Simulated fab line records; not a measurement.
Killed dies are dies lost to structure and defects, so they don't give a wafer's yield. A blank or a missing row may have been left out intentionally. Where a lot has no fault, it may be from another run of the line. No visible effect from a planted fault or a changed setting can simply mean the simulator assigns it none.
Split-lot study	flow n5_finfet	39 wafers read across 7 lots, on a route 1938 steps long

== THE SPLIT ITSELF ==
At N5_STI_FIN_REVEAL_ETCHBACK_08 (etches SiO2 in C4F6/O2, target depth 30.5 nm, time 10.167 s), the setting target_depth_a was moved away from the recipe's 305 angstrom on 15 of the 39 wafers read, by -6.6% to +11.9%. All remaining wafers had this setting at the recipe value.

== FROM THE SPLIT TO THE READING: what the file shows between them, 3 steps ==
- N5_STI_FIN_REVEAL_STRIP_24: strips in N2/H2, time 90 s
- N5_STI_FIN_REVEAL_PRECLEAN_25: cleans in SPM, time 90 s
- N5_STI_FIN_REVEAL_SRD_23: time 30 s

== THE READING ==
trench_depth_nm, in nm, at N5_STI_FIN_REVEAL_FIN_H_MEAS_10. A value of 52.0 nm with a standard deviation of 0.78 nm is what fault-free wafers of this fab line usually give.

wafer	tool, chamber at the split	target_depth_a as run, angstrom	against the recipe	trench_depth_nm, nm	against lot-mates on the recipe
L074.1	rie_diel-01, 2,3,3	338.1	+10.9%	54.3	+2.7
L074.2	rie_diel-01, 0,1,2	305	recipe	51.8	-
L074.3	rie_diel-01, 2,3,3	338.1	+10.9%	56.5	+4.9
L074.4	rie_diel-01, 0,1,2	305	recipe	51.7	-
L074.5	rie_diel-01, 2,3,3	338.1	+10.9%	56.3	+4.7
L074.6	rie_diel-01, 0,1,2	305	recipe	51.3	-
L078.1	rie_diel-03, 2,0,2	305	recipe	50.4	-
L078.2	rie_diel-03, 3,1,1	331.6	+8.7%	52.8	+2.2
L078.3	rie_diel-03, 2,0,2	305	recipe	51.2	-
L078.4	rie_diel-03, 3,1,1	331.6	+8.7%	53.0	+2.4
L078.5	rie_diel-03, 2,0,2	305	recipe	50.2	-
L078.6	rie_diel-03, 3,1,1	331.6	+8.7%	53.2	+2.6
L079.1	rie_diel-06, 0,2,1	319.7	+4.8%	52.8	+0.7
L079.2	rie_diel-06, 0,2,1	319.7	+4.8%	54.4	+2.3
L079.3	rie_diel-06, 1,3,2	305	recipe	51.6	-
L079.4	rie_diel-06, 1,3,2	305	recipe	51.9	-
L079.5	rie_diel-06, 1,3,2	305	recipe	52.9	-
L079.6	rie_diel-06, 0,2,1	319.7	+4.8%	53.1	+1.0
L083.1	rie_diel-03, 0,2,0	305	recipe	50.5	-
L083.2	rie_diel-03, 1,3,3	341.4	+11.9%	53.8	+3.1
L083.3	rie_diel-03, 1,3,3	341.4	+11.9%	53.9	+3.2
L083.4	rie_diel-03, 0,2,0	305	recipe	50.3	-
L083.5	rie_diel-03, 1,3,3	341.4	+11.9%	54.1	+3.4
L083.6	rie_diel-03, 0,2,0	305	recipe	51.3	-
L087.1	rie_diel-03, 3,0,2,1,2,1	305	recipe	51.7	-
L087.2	rie_diel-03, 3,0,2,1,2,1	305	recipe	52.5	-
L087.3	rie_diel-03, 3,0,2,1,2,1	305	recipe	51.9	-
L087.4	rie_diel-03, 3,0,2,1,2,1	305	recipe	51.4	-
L087.5	rie_diel-03, 3,0,2,1,2,1	305	recipe	51.6	-
L087.6	rie_diel-03, 3,0,2,1,2,1	305	recipe	51.2	-
L088.2	rie_diel-03, 2,0,1	305	recipe	51.8	-
L088.4	rie_diel-03, 2,0,1	305	recipe	53.3	-
L088.5	rie_diel-03, 2,0,1	305	recipe	52.0	-
L095.1	rie_diel-06, 2,0,3	305	recipe	53.7	-
L095.2	rie_diel-06, 0,3,1	285	-6.6%	50.2	-2.6
L095.3	rie_diel-06, 0,3,1	285	-6.6%	50.2	-2.6
L095.4	rie_diel-06, 0,3,1	285	-6.6%	50.7	-2.1
L095.5	rie_diel-06, 2,0,3	305	recipe	52.6	-
L095.6	rie_diel-06, 2,0,3	305	recipe	52.2	-
When a row names more than one chamber, that row covers several wafers, and the file does not tell which wafer ran in which chamber.

FIT RESULTS
A straight line over all 39 wafers: trench_depth_nm changes by +0.24 nm for each +1% of target_depth_a; r = +0.80; the points scatter about the line by 0.94 nm.
The same after taking each lot's own level away (the mean of its wafers on the recipe; 39 wafers): +0.32 nm for each +1%; r = +0.94; scatter 0.6 nm.
The reading moves by 3.8 nm for the largest change in target_depth_a, on that fit.
Measured against the standard deviation above, the lots' own levels, which go from 50.60 to 52.83 nm, span 2.9 times it.
So the lot-to-lot level blurs the effect unless lot-mates are compared.
Check: for one of the wafers moved furthest among these (+11.9%), held out of the fit, the line's prediction against its lot-mates is +3.83 nm. It came out at +3.1 nm against them.

== OTHER SPLITS ON THESE WAFERS ==
Note: prior to the reading, these wafers also went through further splits. Each is held against what the fit with the lots' levels taken away leaves over:
other split on the same wafers	wafers away from the commonest value	r with trench_depth_nm (lot level and that fit taken away)
N5_FIN_SAQP_HM_DEP_03 time_s	18	-0.25

== FILE'S OWN FIT ==
trench_depth_nm changes by +0.314 nm for each +1% of target_depth_a, r = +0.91.
